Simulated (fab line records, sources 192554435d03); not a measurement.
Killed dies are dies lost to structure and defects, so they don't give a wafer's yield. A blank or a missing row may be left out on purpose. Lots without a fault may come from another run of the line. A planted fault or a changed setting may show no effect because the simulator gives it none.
Split-lot experiment | flow n5_finfet | 7 lots, 21 wafers read, on a route of 1938 steps

THE SPLIT
At N5_BEOL_M11_ETCH_41 (etches SiCN in CH3F/O2, target depth 42.6 nm, time 86 s), the setting time_s was moved away from the recipe's 86 s on 4 of the 21 wafers read, by -16.4% to +20.7%. The other wafers ran this setting at the recipe's value.

The reading is taken at the split's own step.

THE READING
etch.depth_nm (the simulator's own value, which no gauge read), in nm, at N5_BEOL_M11_ETCH_41 (etches SiCN in CH3F/O2, target depth 42.6 nm, time 86 s). The file gives no usual value for it. The 17 wafers here that ran the recipe average 32.86 nm, standard deviation 0.37 nm.

wafer  | tool, chamber at the split | time_s as run, s | against the recipe | etch.depth_nm, nm | against lot-mates on the recipe
L075.1 | rie_diel-03, 2             | 86               | recipe             | 32.73             | -
L075.2 | rie_diel-03, 3             | 86               | recipe             | 32.95             | -
L075.3 | rie_diel-03, 1             | 86               | recipe             | 32.32             | -
L076.1 | rie_diel-01, 0             | 86               | recipe             | 32.57             | -
L076.2 | rie_diel-01, 1             | 86               | recipe             | 33.01             | -
L076.6 | rie_diel-01, 2             | 86               | recipe             | 33.22             | -
L077.4 | rie_diel-05, 0             | 95.2             | +10.7%             | 36.07             | +2.35
L077.5 | rie_diel-05, 1             | 95.2             | +10.7%             | 36.04             | +2.32
L077.6 | rie_diel-05, 2             | 86               | recipe             | 33.72             | -
L080.1 | rie_diel-01, 2             | 86               | recipe             | 33.12             | -
L080.5 | rie_diel-01, 3             | 86               | recipe             | 33.22             | -
L080.6 | rie_diel-01, 2             | 71.93            | -16.4%             | 27.64             | -5.53
L085.1 | rie_diel-01, 0             | 86               | recipe             | 32.8              | -
L085.2 | rie_diel-01, 1             | 86               | recipe             | 32.77             | -
L085.5 | rie_diel-01, 3             | 86               | recipe             | 33.21             | -
L096.1 | rie_diel-01, 1             | 103.8            | +20.7%             | 38.88             | +6.26
L096.4 | rie_diel-01, 3             | 86               | recipe             | 32.61             | -
L096.6 | rie_diel-01, 3             | 86               | recipe             | 32.64             | -
L095.1 | rie_diel-05, 2             | 86               | recipe             | 32.82             | -
L095.3 | rie_diel-05, 1             | 86               | recipe             | 32.11             | -
L095.6 | rie_diel-05, 0             | 86               | recipe             | 32.86             | -

THE FIT
A straight line over all 21 wafers: etch.depth_nm changes by +0.302 nm for each +1% of time_s; r = +0.99; the points scatter about the line by 0.36 nm.
The same after taking each lot's own level away (the mean of its wafers on the recipe; 21 wafers): +0.295 nm for each +1%; r = +0.98; scatter 0.37 nm.
On that fit, the largest move of time_s shifts the reading by 6.1 nm.
The lots' own levels span 32.597 to 33.720 nm, that is 3.1 times the standard deviation above.
So the lot-to-lot level changes the slope little: the two slopes agree.
Check: with one of the wafers moved furthest among these (+20.7%) left out of the fit, the line predicts +5.76 nm for it against its lot-mates. It came out at +6.26 nm against them.

OTHER SPLITS ON THESE WAFERS
These wafers also went through other splits before the reading. Each is held against what the fit with the lots' levels taken away leaves over:
other split on the same wafers | wafers away from the commonest value | r with etch.depth_nm (lot level and that fit taken away)
N5_BEOL_M8_EXPOSE_08 dose_mj   | 4                                    | -0.06
N5_BEOL_M10_COAT_60 spin_rpm   | 6                                    | -0.06
N5_BEOL_M10_PEB_26 peb_time_s  | 6                                    | -0.05
N5_BEOL_M11_ETCH_66 time_s     | 6                                    | -0.03

THE FILE'S OWN FIT
etch.depth_nm changes by +0.302 nm for each +1% of time_s, r = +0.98.
